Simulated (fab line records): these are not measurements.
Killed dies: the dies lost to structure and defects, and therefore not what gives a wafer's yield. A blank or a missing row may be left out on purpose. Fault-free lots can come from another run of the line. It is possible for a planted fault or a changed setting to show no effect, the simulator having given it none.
A struck lot beside a sound one :: flow n5 finfet :: 15 steps out of a route of 1938
Sound: these wafers, L519.2, L519.3, L519.4. Struck: wafer L517.2 (left out: L517.5, a lot-mate that was not struck); the cause follows at the end.
For every step that has rows: the tool of each side, followed by ch and its chambers, followed by its first start. Under that, the readings that differ: sound wafers :: struck wafers :: difference of the means :: sigmas: that difference in standard deviations of wafers without a fault.
alike: a reading whose means differ by less than 2 such deviations, as well as words and numbers matching on both sides. not compared: withheld readings; readings where some wafer has no value; bounds like >300 that might hide an equal value; numbers whose values overlap and for which the record gives no deviation.
Wherever a step has rows on one side only, a row that says differs or no value, or a row with sigmas, the two part there. Numbers that have no deviation but don't overlap get no sigmas and don't part them. A reading missing from all wafers of one side parts the sides only when that side holds two or more wafers.

first, 1 step without rows for these wafers: N5_BEOL_M3_DEVELOP_27 (develop time 30 s).
N5_BEOL_M3_CD_MEAS_28: target cd 25.7 nm, target cd y 23.3 nm.
  sound on cd sem-01 ch 0, day 10 19:10; struck on cd sem-03 ch 0, day 10 06:24
  alike: cd nm
N5_BEOL_M3_OVL_MEAS_29:
  sound on overlay-02 ch 0, day 10 19:11; struck on overlay-01 ch 0, day 10 06:26
  alike: V2_OVL
N5_BEOL_M3_INSPECT_30: inspects for defects (brightfield).
  sound on defect inspect-01 at day 10 19:14; struck on defect inspect-01 at day 10 06:29
  alike: raw defect count
N5_BEOL_M3_DESCUM_33: chemistry O2, time 7 s.
  sound on rie diel-03 ch 0,1,2, day 10 19:18; struck on rie diel-04 ch 1, day 10 06:31
  alike: drypump motor current A, oes product au, rf vpp V, showerhead plenum p Torr, throttle valve pct
  not compared: rf hours counter h
N5_BEOL_M3_ETCH_77: etches underlayer in N2/H2, target depth 6.5 nm, time 5.2 s.
  sound on rie diel-03 ch 0,1,2, day 10 19:20; struck on rie diel-04 ch 1, day 10 06:34
reading: showerhead plenum p Torr (Torr)
sound: 2.59 2.42 2.43
struck: 2.65
difference: +0.17
sigmas: +2
  alike: drypump motor current A, etch rf on time s, n2 flow sccm, oes product au, rf vpp V, throttle valve pct
  not compared: rf hours counter h
N5_BEOL_M3_ETCH_69: etches SiARC in CF4, target depth 15.6 nm, time 26 s.
  sound on rie diel-03 ch 0,1,2, day 10 19:22; struck on rie diel-04 ch 1, day 10 06:35
  alike: drypump motor current A, etch rf on time s, oes product au, rf vpp V, showerhead plenum p Torr, throttle valve pct
  not compared: rf hours counter h
then, 1 step without rows for these wafers: N5_BEOL_M3_ALD_98 (deposits SiO2, target thk 2.5 nm, pulse time 1 s, co reactant pulse time 1 s).
N5_BEOL_M3_ETCHBACK_99: etches SiO2 in CHF3, target depth 5 nm, time 10.4 s.
  sound on rie diel-03 ch 0,2,3, day 10 20:00; struck on rie diel-04 ch 0, day 10 08:48
reading: rf hours counter h (h)
sound: 182 122 194
struck: 217
difference: +51
sigmas: 
  alike: drypump motor current A, oes product au, rf vpp V, showerhead plenum p Torr, throttle valve pct
N5_BEOL_M3_ETCH_70: etches SOC in N2/H2, target depth 80 nm, overetch 16 nm, time 120 s.
  sound on rie diel-03 ch 0,2,3, day 10 20:02; struck on rie diel-04 ch 0, day 10 08:50
reading: rf hours counter h (h)
sound: 182 122 194
struck: 217
difference: +51
sigmas: 
  alike: drypump motor current A, n2 flow sccm, oes product au, rf vpp V, showerhead plenum p Torr, throttle valve pct
then, 2 steps without rows for these wafers: N5_BEOL_M3_STRIP_71 (strips in N2/H2); N5_BEOL_M3_STRIP_78 (strips in N2/H2).
N5_BEOL_M3_VIA_ETCH_34: etches the open film in C4F6/O2, target depth 69.4 nm, time 65.9 s.
  sound on rie diel-03 ch 0,2,3, day 10 20:08; struck on rie diel-04 ch 0, day 10 08:56
reading: rf hours counter h (h)
sound: 182 122 194
struck: 217
difference: +51
sigmas: 

reading: model.etch.depth nm (nm)
sound: 67.95 68.94 68.66
struck: 91.36
difference: +22.84
sigmas: 

reading: model.SOC_of_BEOL_M3_COAT_67.thk nm (nm)
sound: 52.2 51.8 51.8
struck: 49.2
difference: -2.7
sigmas: 
  alike: drypump motor current A, oes product au, rf vpp V, showerhead plenum p Torr, throttle valve pct
then, 1 step without rows for these wafers: N5_BEOL_M3_STRIP_83 (strips in C4F6/O2).
N5_BEOL_M4_RC_MEAS_101:
  sound on prober-01 ch 0, day 11 16:14; struck on prober-02 ch 0, day 11 01:29
  alike: DIBL_N, DIBL_P, IOFF_N, IOFF_P, ION_N, ION_P, SS_N, SS_P, VT_N, VT_P

## WHERE THEY PART
Only at N5_BEOL_M3_ETCH_77, as far as this record shows. Later steps at which nothing parts them and some readings are alike: N5_BEOL_M3_ETCH_69, N5_BEOL_M3_ETCHBACK_99, N5_BEOL_M3_ETCH_70, N5_BEOL_M3_VIA_ETCH_34, N5_BEOL_M4_RC_MEAS_101.

WHY: the cause the simulator had injected
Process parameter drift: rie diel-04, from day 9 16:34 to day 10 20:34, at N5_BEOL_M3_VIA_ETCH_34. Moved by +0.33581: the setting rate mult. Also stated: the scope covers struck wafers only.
